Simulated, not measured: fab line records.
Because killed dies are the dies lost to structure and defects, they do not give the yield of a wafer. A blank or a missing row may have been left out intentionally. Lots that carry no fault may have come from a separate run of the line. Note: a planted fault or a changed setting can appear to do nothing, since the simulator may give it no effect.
Chamber matching    flow n5Finfet    4 sister chambers for N5_SPACER0_ALD_00 on aldSin-04
The step deposits SiOCN, target thk 3.5 nm, pulse time 3 s, purge time 2 s. 8 wafers are shown with their chamber, then 8 later ones without.

WAFERS, EACH WITH ITS CHAMBER
wafer   chamber  heaterPowerW (W)  precursorPulseHeightRel
L082.1  0        828               1.022
L082.5  1        726               1.004
L085.5  2        800               1.017
L085.6  3        707               1.007
L086.3  3        726               1.005
L086.4  1        717               0.989
L086.5  0        841               1.005
L088.2  2        788               0.979

WAFERS WITH NO CHAMBER GIVEN
wafer   heaterPowerW (W)  precursorPulseHeightRel
L088.3  734               0.996
L088.5  840               1.010
L096.1  715               0.987
L096.3  803               0.997
L096.4  824               0.997
L097.1  787               0.977
L097.3  819               0.991
L097.6  823               0.977

CHAMBER TAKEN BY EACH
wafer   from the rows above      in truth
L088.3  can't be placed: 1 or 3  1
L088.5  0                        0
L096.1  can't be placed: 1 or 3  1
L096.3  2                        2
L096.4  can't be placed: 0 or 2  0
L097.1  2                        2
L097.3  can't be placed: 0 or 2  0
L097.6  can't be placed: 0 or 2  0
Correctly placed: 3 of 8. Not placeable from these rows: 5 (in 5, the candidates include the true chamber). Number placed wrongly: 0.
How it was worked out, from the rows above alone: a wafer's distance from a chamber is the root of the sum, over the readings, of the square of ((its reading less the chamber's mean) divided by the reading's scatter). The wafer belongs to the nearest chamber; if the next one is less than 2 further off, it can't be placed. A chamber's mean is the mean of its shown wafers. The scatter: the root of (the sum of the squares of (reading less its chamber's mean) over the shown wafers, divided by (wafers less chambers)).
